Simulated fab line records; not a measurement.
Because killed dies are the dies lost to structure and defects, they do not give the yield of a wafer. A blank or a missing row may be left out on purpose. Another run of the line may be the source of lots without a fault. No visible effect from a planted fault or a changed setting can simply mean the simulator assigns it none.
Matching of chambers :: flow nand-harc :: 4 sister chambers for NHARC_A_BONDPAD_CMP_29 on cmp-02
The step polishes SiCN, target thk 200 nm. 8 wafers are shown with their chamber, then 7 later ones without.

WAFERS PAIRED WITH THEIR CHAMBERS
wafer: L086.1
chamber: 0
motor-current-A (A): 12.0
retaining-ring-pressure-frac: 1.001

wafer: L086.2
chamber: 2
motor-current-A (A): 12.8
retaining-ring-pressure-frac: 1.004

wafer: L086.3
chamber: 1
motor-current-A (A): 11.7
retaining-ring-pressure-frac: 1.001

wafer: L091.1
chamber: 3
motor-current-A (A): 12.1
retaining-ring-pressure-frac: 0.997

wafer: L091.2
chamber: 1
motor-current-A (A): 12.2
retaining-ring-pressure-frac: 1.003

wafer: L091.5
chamber: 3
motor-current-A (A): 12.1
retaining-ring-pressure-frac: 0.998

wafer: L092.1
chamber: 0
motor-current-A (A): 12.1
retaining-ring-pressure-frac: 1.002

wafer: L092.2
chamber: 2
motor-current-A (A): 12.3
retaining-ring-pressure-frac: 0.995

WAFERS MISSING THEIR CHAMBER
wafer: L092.4
motor-current-A (A): 12.0
retaining-ring-pressure-frac: 0.997

wafer: L093.1
motor-current-A (A): 11.9
retaining-ring-pressure-frac: 1.003

wafer: L093.5
motor-current-A (A): 12.3
retaining-ring-pressure-frac: 1.008

wafer: L093.6
motor-current-A (A): 12.3
retaining-ring-pressure-frac: 0.996

wafer: L094.1
motor-current-A (A): 13.1
retaining-ring-pressure-frac: 1.003

wafer: L094.4
motor-current-A (A): 11.8
retaining-ring-pressure-frac: 0.995

wafer: L094.6
motor-current-A (A): 12.3
retaining-ring-pressure-frac: 1.005

THE CHAMBER EACH PASSED THROUGH
wafer: L092.4
from the rows above: can't be placed: 3 or 0 or 1 or 2
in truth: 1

wafer: L093.1
from the rows above: can't be placed: 1 or 0 or 3
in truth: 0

wafer: L093.5
from the rows above: can't be placed: 0 or 1 or 2 or 3
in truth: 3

wafer: L093.6
from the rows above: can't be placed: 3 or 2 or 0 or 1
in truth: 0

wafer: L094.1
from the rows above: can't be placed: 2 or 0 or 3
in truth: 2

wafer: L094.4
from the rows above: can't be placed: 3 or 1 or 0 or 2
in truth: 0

wafer: L094.6
from the rows above: can't be placed: 0 or 1 or 2 or 3
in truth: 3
Correctly placed: 0 of 7. Not placeable from these rows: 7 (in 7, the candidates include the true chamber). Placed wrongly: 0.
How it was worked out, from the rows above alone: a wafer's distance from a chamber is the root of the sum, over the readings, of the square of ((its reading less the chamber's mean) divided by the reading's scatter). If the next closest chamber is less than 2 further off than the closest, the wafer can't be placed; otherwise it belongs to the closest. For every chamber, the mean is computed from those of its wafers that are shown. The scatter: take each reading less its chamber's mean, square it, sum over the shown wafers, divide by the number of wafers less the number of chambers, and take the root.
